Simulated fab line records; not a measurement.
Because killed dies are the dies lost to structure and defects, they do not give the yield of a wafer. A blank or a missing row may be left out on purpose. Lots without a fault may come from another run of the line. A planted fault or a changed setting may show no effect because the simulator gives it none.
Split-lot trial ; flow n5 finfet ; 7 lots, 21 wafers read, on a route of 1938 steps

THE SPLIT
At N5_BEOL_M9_ETCH_66 (etches SOC in N2/H2, target depth 80 nm, overetch 16 nm, time 120 s), the setting time s was moved away from the recipe's 120 s on 8 of the 21 wafers read, by -17.9% to +20.3%. The other wafers ran this setting at the recipe's value.

Reading taken at the split's own step.

THE READING
SiARC_of_BEOL_M9_COAT_64.thk nm (the simulator's own value, which no gauge read), in nm, at N5_BEOL_M9_ETCH_66 (etches SOC in N2/H2, target depth 80 nm, overetch 16 nm, time 120 s). The file gives no usual value for it. Average 6.4 nm, standard deviation 0.24 nm, over the 13 wafers here run with the recipe.

wafer;tool, chamber at the split;time s as run, s;against the recipe;SiARC_of_BEOL_M9_COAT_64.thk nm, nm;against lot-mates on the recipe
L075.1;rie diel-01, 2;144.3;+20.3%;4.8;-1.6
L075.4;rie diel-01, 2;144.3;+20.3%;4.8;-1.6
L075.3;rie diel-01, 1;120;recipe;6.4;-
L078.2;rie diel-02, 2,1;142.4;+18.7%;5;-1.4
L078.4;rie diel-02, 2,1;142.4;+18.7%;5;-1.4
L078.5;rie diel-02, 3;120;recipe;6.4;-
L077.2;rie diel-01, 3;120;recipe;6.8;-
L077.3;rie diel-01, 2;144;+20.0%;4.8;-2.0
L077.6;rie diel-01, 1;144;+20.0%;5.2;-1.6
L082.2;rie diel-02, 1;120;recipe;6.2;-
L082.4;rie diel-02, 2;120;recipe;6;-
L082.6;rie diel-02, 0;120;recipe;6.6;-
L084.1;rie diel-02, 3;120;recipe;6.6;-
L084.6;rie diel-02, 3;120;recipe;6.6;-
L084.3;rie diel-02, 2;120;recipe;6.2;-
L091.1;rie diel-03, 3;98.49;-17.9%;7.6;+1.2
L091.2;rie diel-03, 2;98.49;-17.9%;7.2;+0.8
L091.3;rie diel-03, 1;120;recipe;6.4;-
L095.3;rie diel-02, 0;120;recipe;6.8;-
L095.5;rie diel-02, 2,1;120;recipe;6.2;-
L095.6;rie diel-02, 2,1;120;recipe;6.2;-
Rows listing several chambers each stand for several wafers; the file does not say which wafer went through which chamber.

THE FIT
A straight line over all 21 wafers: SiARC_of_BEOL_M9_COAT_64.thk nm changes by -0.0694 nm for each +1% of time s; r = -0.96; the points scatter about the line by 0.24 nm.
The same after taking each lot's own level away (the mean of its wafers on the recipe; 21 wafers): -0.074 nm for each +1%; r = -0.97; scatter 0.23 nm.
That fit puts the effect of the largest move of time s on the reading at 1.5 nm.
Measured against the standard deviation above, the lots' own levels, which go from 6.27 to 6.80 nm, span 2.2 times it.
The two slopes agree, so the slope changes little with the lot-to-lot level.
Check: -1.57 nm against its lot-mates is what the line predicts for one of the wafers moved furthest among these (+20.3%) when that wafer is left out of the fit. Against them it came out at -1.6 nm.

ADDITIONAL SPLITS CARRIED BY THESE WAFERS
These wafers also went through other splits before the reading. Each is held against what the fit with the lots' levels taken away leaves over:
other split on the same wafers;wafers away from the commonest value;r with SiARC_of_BEOL_M9_COAT_64.thk nm (lot level and that fit taken away)
N5_BEOL_M7_ETCH_66 time s;8;-0.42
N5_BEOL_M7_TRENCH_ETCH_37 bias w;8;+0.10
N5_BEOL_M8_EXPOSE_25 dose mj;8;+0.23

FILE'S OWN FIT
SiARC_of_BEOL_M9_COAT_64.thk nm changes by -0.076 nm for each +1% of time s, r = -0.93.
